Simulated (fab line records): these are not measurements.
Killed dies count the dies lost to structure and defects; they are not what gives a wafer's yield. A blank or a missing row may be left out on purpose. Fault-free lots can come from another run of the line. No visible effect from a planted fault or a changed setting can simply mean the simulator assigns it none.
Chamber matching / flow n5-finfet / rie-diel-04 running N5_DUMMY_GATE_ETCH_42: 4 sister chambers
The step etches SiO2 in CHF3/O2, target depth 3.5 nm, time 31 s. 18 wafers are shown with their chamber, then 9 later ones without.

WAFERS PAIRED WITH THEIR CHAMBERS
wafer=L074.4; chamber=3; drypump-motor-current-A (A)=6.1; showerhead-plenum-p-Torr (Torr)=2.33; throttle-valve-pct (%)=18.66
wafer=L074.5; chamber=1; drypump-motor-current-A (A)=5.0; showerhead-plenum-p-Torr (Torr)=2.33; throttle-valve-pct (%)=18.75
wafer=L074.6; chamber=0; drypump-motor-current-A (A)=5.1; showerhead-plenum-p-Torr (Torr)=2.30; throttle-valve-pct (%)=18.57
wafer=L076.1; chamber=0; drypump-motor-current-A (A)=5.1; showerhead-plenum-p-Torr (Torr)=2.30; throttle-valve-pct (%)=18.58
wafer=L076.3; chamber=1; drypump-motor-current-A (A)=5.0; showerhead-plenum-p-Torr (Torr)=2.32; throttle-valve-pct (%)=18.75
wafer=L076.4; chamber=3; drypump-motor-current-A (A)=6.0; showerhead-plenum-p-Torr (Torr)=2.33; throttle-valve-pct (%)=18.68
wafer=L079.2; chamber=1; drypump-motor-current-A (A)=5.0; showerhead-plenum-p-Torr (Torr)=2.32; throttle-valve-pct (%)=18.73
wafer=L079.3; chamber=2; drypump-motor-current-A (A)=6.3; showerhead-plenum-p-Torr (Torr)=2.38; throttle-valve-pct (%)=18.95
wafer=L079.5; chamber=1; drypump-motor-current-A (A)=5.0; showerhead-plenum-p-Torr (Torr)=2.32; throttle-valve-pct (%)=18.75
wafer=L083.1; chamber=1; drypump-motor-current-A (A)=5.0; showerhead-plenum-p-Torr (Torr)=2.32; throttle-valve-pct (%)=18.75
wafer=L083.2; chamber=0; drypump-motor-current-A (A)=5.1; showerhead-plenum-p-Torr (Torr)=2.29; throttle-valve-pct (%)=18.59
wafer=L083.5; chamber=0; drypump-motor-current-A (A)=5.1; showerhead-plenum-p-Torr (Torr)=2.29; throttle-valve-pct (%)=18.60
wafer=L084.1; chamber=3; drypump-motor-current-A (A)=6.0; showerhead-plenum-p-Torr (Torr)=2.32; throttle-valve-pct (%)=18.71
wafer=L084.2; chamber=1; drypump-motor-current-A (A)=5.0; showerhead-plenum-p-Torr (Torr)=2.32; throttle-valve-pct (%)=18.78
wafer=L084.4; chamber=2; drypump-motor-current-A (A)=6.3; showerhead-plenum-p-Torr (Torr)=2.38; throttle-valve-pct (%)=18.97
wafer=L089.4; chamber=3; drypump-motor-current-A (A)=6.1; showerhead-plenum-p-Torr (Torr)=2.32; throttle-valve-pct (%)=18.71
wafer=L089.5; chamber=3; drypump-motor-current-A (A)=6.1; showerhead-plenum-p-Torr (Torr)=2.32; throttle-valve-pct (%)=18.73
wafer=L089.6; chamber=2; drypump-motor-current-A (A)=6.3; showerhead-plenum-p-Torr (Torr)=2.38; throttle-valve-pct (%)=19.01

SIGNATURES (means of the wafers above)
reading=drypump-motor-current-A; chamber 0=5.100; chamber 1=5.000; chamber 2=6.300; chamber 3=6.060; scatter within a chamber=0.0293
reading=showerhead-plenum-p-Torr; chamber 0=2.2950; chamber 1=2.3217; chamber 2=2.3800; chamber 3=2.3240; scatter within a chamber=0.00465
reading=throttle-valve-pct; chamber 0=18.5850; chamber 1=18.7517; chamber 2=18.9767; chamber 3=18.6980; scatter within a chamber=0.0219
Rule: a wafer lies at a distance from a chamber equal to the root of the sum of squares, over the readings, of (its reading less the chamber's mean, divided by the reading's scatter). If the next closest chamber is less than 2 further off than the closest, the wafer can't be placed; otherwise it belongs to the closest. The scatter: the root of (the sum of the squares of (reading less its chamber's mean) over the shown wafers, divided by (wafers less chambers)).

WAFERS WITHOUT THEIR CHAMBER
wafer=L091.1; drypump-motor-current-A (A)=6.1; showerhead-plenum-p-Torr (Torr)=2.32; throttle-valve-pct (%)=18.71
wafer=L091.4; drypump-motor-current-A (A)=5.1; showerhead-plenum-p-Torr (Torr)=2.29; throttle-valve-pct (%)=18.63
wafer=L091.5; drypump-motor-current-A (A)=5.0; showerhead-plenum-p-Torr (Torr)=2.31; throttle-valve-pct (%)=18.78
wafer=L092.1; drypump-motor-current-A (A)=6.1; showerhead-plenum-p-Torr (Torr)=2.32; throttle-valve-pct (%)=18.74
wafer=L092.3; drypump-motor-current-A (A)=6.3; showerhead-plenum-p-Torr (Torr)=2.37; throttle-valve-pct (%)=19.00
wafer=L092.6; drypump-motor-current-A (A)=5.0; showerhead-plenum-p-Torr (Torr)=2.31; throttle-valve-pct (%)=18.80
wafer=L093.2; drypump-motor-current-A (A)=6.3; showerhead-plenum-p-Torr (Torr)=2.37; throttle-valve-pct (%)=19.01
wafer=L093.4; drypump-motor-current-A (A)=5.1; showerhead-plenum-p-Torr (Torr)=2.28; throttle-valve-pct (%)=18.62
wafer=L093.6; drypump-motor-current-A (A)=6.3; showerhead-plenum-p-Torr (Torr)=2.37; throttle-valve-pct (%)=19.00

THE CHAMBER EACH PASSED THROUGH
wafer=L091.1; from the rows above=3; in truth=3
wafer=L091.4; from the rows above=0; in truth=0
wafer=L091.5; from the rows above=1; in truth=1
wafer=L092.1; from the rows above=3; in truth=3
wafer=L092.3; from the rows above=2; in truth=2
wafer=L092.6; from the rows above=1; in truth=1
wafer=L093.2; from the rows above=2; in truth=2
wafer=L093.4; from the rows above=0; in truth=0
wafer=L093.6; from the rows above=2; in truth=2
9 of 9 placed correctly. Can't be placed from these rows: 0. Number placed wrongly: 0.
